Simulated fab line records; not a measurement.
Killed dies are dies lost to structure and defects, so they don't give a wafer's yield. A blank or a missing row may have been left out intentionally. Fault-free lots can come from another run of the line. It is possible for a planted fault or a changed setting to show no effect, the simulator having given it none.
Chamber matching / flow n5_finfet / N5_BEOL_M15_ETCH_61 on rie_diel-01: 4 sister chambers
The step etches BARC in N2/H2, target depth 89 nm, overetch 26.7 nm, time 67.9 s. 8 wafers are shown with their chamber, then 7 later ones without.

## EACH WAFER AND ITS CHAMBER
wafer=L816.4; chamber=1; drypump_motor_current_A (A)=6.4; showerhead_plenum_p_Torr (Torr)=2.56
wafer=L817.5; chamber=0; drypump_motor_current_A (A)=5.1; showerhead_plenum_p_Torr (Torr)=2.47
wafer=L817.6; chamber=1; drypump_motor_current_A (A)=6.4; showerhead_plenum_p_Torr (Torr)=2.56
wafer=L819.2; chamber=2; drypump_motor_current_A (A)=6.8; showerhead_plenum_p_Torr (Torr)=2.46
wafer=L819.3; chamber=3; drypump_motor_current_A (A)=6.2; showerhead_plenum_p_Torr (Torr)=2.49
wafer=L819.6; chamber=3; drypump_motor_current_A (A)=6.3; showerhead_plenum_p_Torr (Torr)=2.49
wafer=L823.1; chamber=0; drypump_motor_current_A (A)=5.1; showerhead_plenum_p_Torr (Torr)=2.46
wafer=L823.2; chamber=2; drypump_motor_current_A (A)=6.8; showerhead_plenum_p_Torr (Torr)=2.46

## WAFERS WHOSE CHAMBER IS MISSING
wafer=L823.4; drypump_motor_current_A (A)=6.3; showerhead_plenum_p_Torr (Torr)=2.55
wafer=L827.4; drypump_motor_current_A (A)=6.4; showerhead_plenum_p_Torr (Torr)=2.55
wafer=L827.5; drypump_motor_current_A (A)=6.4; showerhead_plenum_p_Torr (Torr)=2.55
wafer=L827.6; drypump_motor_current_A (A)=5.1; showerhead_plenum_p_Torr (Torr)=2.46
wafer=L830.2; drypump_motor_current_A (A)=6.3; showerhead_plenum_p_Torr (Torr)=2.48
wafer=L830.5; drypump_motor_current_A (A)=6.4; showerhead_plenum_p_Torr (Torr)=2.55
wafer=L830.6; drypump_motor_current_A (A)=5.1; showerhead_plenum_p_Torr (Torr)=2.46

## WHICH CHAMBER EACH WENT THROUGH
wafer=L823.4; from the rows above=1; in truth=1
wafer=L827.4; from the rows above=1; in truth=1
wafer=L827.5; from the rows above=1; in truth=1
wafer=L827.6; from the rows above=0; in truth=0
wafer=L830.2; from the rows above=3; in truth=3
wafer=L830.5; from the rows above=1; in truth=1
wafer=L830.6; from the rows above=0; in truth=0
Correct placement for 7 of the 7. Number that these rows cannot place: 0. Wrongly placed: 0.
How it was worked out, from the rows above alone: a wafer's distance from a chamber is the root of the sum, over the readings, of the square of ((its reading less the chamber's mean) divided by the reading's scatter). The wafer belongs to the nearest chamber; if the next one is less than 2 further off, it can't be placed. The mean given for a chamber averages the wafers shown for that chamber. How the scatter is found: for the shown wafers, subtract from each reading the mean of its chamber, square and add these, divide the total by (wafers less chambers), then take the root.
